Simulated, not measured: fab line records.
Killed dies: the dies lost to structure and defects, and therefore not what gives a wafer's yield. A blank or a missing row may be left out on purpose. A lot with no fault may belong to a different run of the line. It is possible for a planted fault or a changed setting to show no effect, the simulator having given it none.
Tool commonality check -- flow nand_harc -- 39 wafers sampled across 13 lots

## WHY THIS WAS OPENED
At NHARC_P_GATE_CD_MEAS_26 the reading cd_nm is flagged on 2 of 13 lots. Wafers without a fault read 120.0 nm, standard deviation 0.73.
Rule: a lot is flagged in two cases, either no wafer of it has a number, or all its wafers with numbers fall more than 4 standard deviations from that mean. All remaining lots are regarded as sound.

lot,measured,on,"cd_nm (nm), wafer by wafer",flag
L773,day 5 00:12,cd_sem-02,119.6 120.4 119.8,
L774,day 5 13:28,cd_sem-03,118.8 119.7 119.2,
L776,day 6 07:35,cd_sem-03,119.8 120.5 119.5,
L778,day 7 03:51,cd_sem-03,119.5 121.4 119.7,
L779,day 7 16:54,cd_sem-03,120.1 120.8 120.6,
L782,day 9 01:30,cd_sem-03,111.0 112.5 111.5,FLAGGED
L783,day 9 15:52,cd_sem-03,111.7 113.2 112.9,FLAGGED
L788,day 11 14:22,cd_sem-03,121.1 121.3 120.2,
L790,day 12 06:11,cd_sem-01,119.7 119.9 119.5,
L792,day 12 16:23,cd_sem-03,120.0 120.8 120.8,
L793,day 13 06:14,cd_sem-02,119.7 120.7 120.2,
L795,day 14 01:28,cd_sem-02,120.7 120.2 120.9,
L796,day 14 16:07,cd_sem-03,120.4 120.3 120.6,
The mean of the flagged lots' numbers is 112.1 nm, -7.9 nm from the usual (-11 standard deviations).

## EACH LOT AND THE TOOL IT RAN ON
The record holds 2 process steps before the reading, out of a route of 1302 steps. Each cell gives the tool, then ch followed by the chambers the sampled wafers passed through, then the start.
lot,flag,NHARC_P_GATE_DEP_103,NHARC_P_GATE_PEB_24
L773,,"pecvd-01 ch 0,2, day 4 23:23","litho_track-01 ch 0, day 5 00:07"
L774,,"pecvd-01 ch 0,2, day 5 12:50","litho_track-01 ch 0, day 5 13:23"
L776,,"pecvd-04 ch 1,2, day 6 07:04","litho_track-04 ch 0, day 6 07:31"
L778,,"pecvd-04 ch 0,1,2, day 7 03:10","litho_track-04 ch 0, day 7 03:46"
L779,,"pecvd-04 ch 0,1, day 7 16:16","litho_track-04 ch 0, day 7 16:49"
L782,FLAGGED,"pecvd-04 ch 1,2, day 9 00:58","litho_track-01 ch 0, day 9 01:25"
L783,FLAGGED,"pecvd-04 ch 1,2, day 9 15:20","litho_track-01 ch 0, day 9 15:47"
L788,,"pecvd-04 ch 0,2, day 11 13:44","litho_track-04 ch 0, day 11 14:17"
L790,,"pecvd-01 ch 0,2, day 12 05:39","litho_track-06 ch 0, day 12 06:06"
L792,,"pecvd-02 ch 0,2, day 12 15:44","litho_track-06 ch 0, day 12 16:18"
L793,,"pecvd-01 ch 0,1,2, day 13 05:32","litho_track-04 ch 0, day 13 06:08"
L795,,"pecvd-02 ch 0,1, day 14 00:47","litho_track-06 ch 0, day 14 01:23"
L796,,"pecvd-02 ch 0,1,2, day 14 15:26","litho_track-06 ch 0, day 14 16:02"
What these steps do:
- NHARC_P_GATE_DEP_103: deposits SiON, target thk 30 nm.
- NHARC_P_GATE_PEB_24: peb time 65 s.
- NHARC_P_GATE_CD_MEAS_26: target cd 120 nm.

## FLAGGED OVER TOTAL, TOOL BY TOOL (the gauges that took the reading come last)
step,tool,lots run,flagged,share of the flagged lots,sound lots run after its first flagged lot
NHARC_P_GATE_DEP_103,pecvd-01,4,0,none,-
NHARC_P_GATE_DEP_103,pecvd-02,3,0,none,-
NHARC_P_GATE_DEP_103,pecvd-04,6,2,all,1 (L788)
NHARC_P_GATE_PEB_24,litho_track-01,4,2,all,0
NHARC_P_GATE_PEB_24,litho_track-04,5,0,none,-
NHARC_P_GATE_PEB_24,litho_track-06,4,0,none,-
NHARC_P_GATE_CD_MEAS_26,cd_sem-01,1,0,none,-
NHARC_P_GATE_CD_MEAS_26,cd_sem-02,3,0,none,-
NHARC_P_GATE_CD_MEAS_26,cd_sem-03,9,2,all,"3 (L788,L792,L796)"

## WHAT IS ALLOWED BY THE TABLE
In the table, 3 rows ran each flagged lot (pecvd-04 at NHARC_P_GATE_DEP_103; litho_track-01 at NHARC_P_GATE_PEB_24; cd_sem-03 at NHARC_P_GATE_CD_MEAS_26).
- pecvd-04 at NHARC_P_GATE_DEP_103: 2 of its 6 lots flagged. Sound lots followed the first flagged one (L788) on it, something a lasting fault affecting the whole tool could not allow.
- litho_track-01 at NHARC_P_GATE_PEB_24: 2 of its 4 lots flagged. It ran its last sound lot, L774, at day 5 13:23 and its first flagged lot, L782, at day 9 01:25: a fault with its onset between the two fits.
- cd_sem-03 at NHARC_P_GATE_CD_MEAS_26: 2 of its 9 lots flagged. Sound lots followed the first flagged one (L788, L792, L796) on it, something a lasting fault affecting the whole tool could not allow.
One tool is left: litho_track-01 at NHARC_P_GATE_PEB_24.

## WHAT THE SIMULATOR HAD INSERTED
Process parameter drift: litho_track-01, from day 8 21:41 on, at NHARC_P_GATE_PEB_24. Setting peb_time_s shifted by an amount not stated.
Shown lots that were struck: L782, L783. The same result came from the rule above.
